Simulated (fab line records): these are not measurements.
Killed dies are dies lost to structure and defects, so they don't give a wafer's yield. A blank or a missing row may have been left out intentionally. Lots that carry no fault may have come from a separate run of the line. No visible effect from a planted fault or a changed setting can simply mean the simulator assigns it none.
Chamber matching / flow nand-harc / NHARC_A_CONTACT_CMP_20 on cmp-04 has 4 sister chambers
The step polishes, t overpolish 30 s, target thk 300 nm. 8 wafers are shown with their chamber, then 7 later ones without.

WAFERS, EACH WITH ITS CHAMBER
wafer=L588.4; chamber=3; motor-current-A (A)=13.7; time-to-endpoint-s (s)=60
wafer=L589.3; chamber=2; motor-current-A (A)=13.1; time-to-endpoint-s (s)=60
wafer=L590.2; chamber=2; motor-current-A (A)=12.8; time-to-endpoint-s (s)=59
wafer=L590.3; chamber=0; motor-current-A (A)=10.3; time-to-endpoint-s (s)=60
wafer=L598.4; chamber=3; motor-current-A (A)=13.8; time-to-endpoint-s (s)=63
wafer=L598.6; chamber=1; motor-current-A (A)=13.6; time-to-endpoint-s (s)=64
wafer=L602.1; chamber=1; motor-current-A (A)=14.2; time-to-endpoint-s (s)=62
wafer=L602.2; chamber=0; motor-current-A (A)=10.3; time-to-endpoint-s (s)=54

WAFERS WITHOUT THEIR CHAMBER
wafer=L602.3; motor-current-A (A)=13.7; time-to-endpoint-s (s)=61
wafer=L605.1; motor-current-A (A)=13.0; time-to-endpoint-s (s)=58
wafer=L605.3; motor-current-A (A)=12.5; time-to-endpoint-s (s)=64
wafer=L605.4; motor-current-A (A)=10.1; time-to-endpoint-s (s)=59
wafer=L606.3; motor-current-A (A)=12.3; time-to-endpoint-s (s)=69
wafer=L606.5; motor-current-A (A)=12.7; time-to-endpoint-s (s)=58
wafer=L606.6; motor-current-A (A)=14.1; time-to-endpoint-s (s)=57

WHICH CHAMBER EACH ONE RAN IN
wafer=L602.3; from the rows above=can't be placed: 3 or 1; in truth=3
wafer=L605.1; from the rows above=2; in truth=2
wafer=L605.3; from the rows above=2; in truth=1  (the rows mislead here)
wafer=L605.4; from the rows above=0; in truth=0
wafer=L606.3; from the rows above=2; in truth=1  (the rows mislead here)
wafer=L606.5; from the rows above=2; in truth=2
wafer=L606.6; from the rows above=can't be placed: 3 or 1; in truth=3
Placed correctly: 3 of 7. Can't be placed from these rows: 2 (the true chamber is among the candidates in 2). Placed wrongly: 2.
How it was worked out, from the rows above alone: a wafer's distance from a chamber is the root of the sum, over the readings, of the square of ((its reading less the chamber's mean) divided by the reading's scatter). If the next closest chamber is less than 2 further off than the closest, the wafer can't be placed; otherwise it belongs to the closest. For every chamber, the mean is computed from those of its wafers that are shown. The scatter: take each reading less its chamber's mean, square it, sum over the shown wafers, divide by the number of wafers less the number of chambers, and take the root.
